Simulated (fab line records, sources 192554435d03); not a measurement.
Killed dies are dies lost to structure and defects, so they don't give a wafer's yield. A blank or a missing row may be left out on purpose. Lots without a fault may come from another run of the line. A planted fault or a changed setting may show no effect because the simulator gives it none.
A struck lot beside a sound one | flow n5_finfet | 33 steps out of a route of 1938
Sound: wafers L834.1, L834.5, L834.6. Struck: wafers L851.3, L851.4, L851.5. The cause comes at the end.
At each step with rows: each side's tool, then ch and its chambers, then its first start. Under that, the readings that differ: sound wafers | struck wafers | difference of the means | sigmas: that difference in standard deviations of wafers without a fault.
alike: readings whose means differ by less than 2 such deviations, and words and numbers that are the same on both sides. not compared: withheld readings, readings that some wafer has no value for, bounds like >300 that may hide the same value, and numbers for which the record gives no deviation and whose values overlap.
The two part at a step that has a row with sigmas, a row that says differs or no value, or rows on one side only. Numbers that don't overlap but have no deviation are shown without sigmas and don't part them. A reading that every wafer of one side lacks parts them only if that side has two wafers or more.

first, 7 steps without rows for these wafers: N5_SD_ACTIVATION_RTA_00 (time 0 s); N5_SD_ACTIVATION_LSA_01 (time 0.0008 s); N5_ILD0_LINER_00 (material SiNx, target thk 4 nm, pulse time 1 s, purge time 2 s); N5_ILD0_FCVD_FILL_01 (material SiO2 flowable, target thk 200 nm, time 328.3 s); N5_ILD0_CURE_02 (time 1800 s); N5_ILD0_CMP_03 (polishes, stops on SiNx, t overpolish 1.9 s, target thk 197.38 nm); N5_ILD0_CMP_07 (polishes SiO2 flowable, stops on poly-Si, t overpolish 1.18 s, target thk 138.88 nm).
N5_ILD0_PRECLEAN_10: cleans in NF3:NH3, afs cycles 5, time 20 s, sublimation time 60 s.
  sound on remote_plasma-02 ch 0, day 4 02:47; struck on remote_plasma-02 ch 0, day 8 09:59
then, 24 steps without rows for these wafers: N5_ILD0_ALD_15 (deposits SiNx, target thk 24 nm, pulse time 1 s, ald cycles 480); N5_ILD0_CMP_12 (polishes SiNx, stops on poly-Si, t overpolish 6 s, target thk 17.67 nm); N5_SDB_HM_DEP_00 (deposits SiNx from SiH4/NH3/N2, target thk 40 nm, time 35.3 s); N5_SDB_COAT_03 (time 60 s, resist thk 100 nm); N5_SDB_COAT_04 (time 60 s, resist thk 18 nm); N5_SDB_COAT_05 (resist thk 90 nm); N5_SDB_EBR_07; N5_SDB_SOFTBAKE_06 (time 60 s); N5_SDB_EXPOSE_08 (exposes mask SDB); N5_SDB_PEB_09 (peb time 60 s); N5_SDB_DEVELOP_10 (develop time 30 s); N5_SDB_DESCUM_16 (chemistry O2, time 7.9 s); N5_SDB_ETCH_17 (etches SiARC in CF4, target depth 23.4 nm, time 39 s); N5_SDB_ETCH_18 (etches SOC in N2/H2, target depth 100 nm, overetch 20 nm, time 150 s); N5_SDB_STRIP_19 (strips in N2/H2); N5_SDB_STRIP_21 (strips in CF4); N5_SDB_HM_OPEN_20 (chemistry CH3F/O2, target SiNx, stops on poly-Si, target depth 24 nm); N5_SDB_STRIP_22 (strips in N2/H2); N5_SDB_PRECLEAN_23 (cleans in dHF, time 30 s); N5_SDB_DUMMY_REMOVE_24 (chemistry TMAH, target poly-Si, stops on SiO2, target depth 142 nm, time 57 s, rinse time 30 s); N5_SDB_ETCH_25 (etches SiO2 in C4F6/O2, target depth 10 nm, time 3.3 s); N5_SDB_CUT_ETCH_26 (etches Si in HBr/Cl2/O2, target depth 129.6 nm, bt time 20 s, time 51.8 s); N5_SDB_PRECLEAN_38 (cleans in dHF, time 10 s); N5_SDB_PRECLEAN_39 (cleans in O3/DIW, time 45 s).
-- the record jumps here: 9 days lie between the struck wafers' starts before and after (it left off in module SDB and takes up again in module PASSIVATION, whose first step shown is number 1936 of the route) --
N5_PASSIVATION_PROBE_49:
  sound on prober-01, day 12 10:32; struck on prober-02, day 17 03:06
  reading                  | sound          | struck         | difference | sigmas
  defect_limited_yield (%) | 91.4 90.8 92.3 | 82.5 83.7 83.5 | -8.3       | -6
  killed_at_front_end      | 43 37 36       | 139 153 147    | +108       | +11
  killed_dies              | 102 109 91     | 207 192 195    | +97        | +6
  sort_bin_5_function (%)  | 5.7 5.1 4.7    | 11.4 10.8 9.9  | +5.5       | +6
  sort_n_pass              | 1078 1071 1088 | 973 988 985    | -97        | -6
  sort_yield_pct (%)       | 91.4 90.8 92.2 | 82.5 83.7 83.5 | -8.2       | -6
  alike: killed_at_M0_to_M3, killed_at_M4_up, killed_at_contacts, killed_at_other, killed_on_rim, killed_open, killed_short, sort_bin_6_memory, sort_bin_8_speed

WHERE THEY PART
Only at N5_PASSIVATION_PROBE_49, within this record.

WHY: what the simulator had put in
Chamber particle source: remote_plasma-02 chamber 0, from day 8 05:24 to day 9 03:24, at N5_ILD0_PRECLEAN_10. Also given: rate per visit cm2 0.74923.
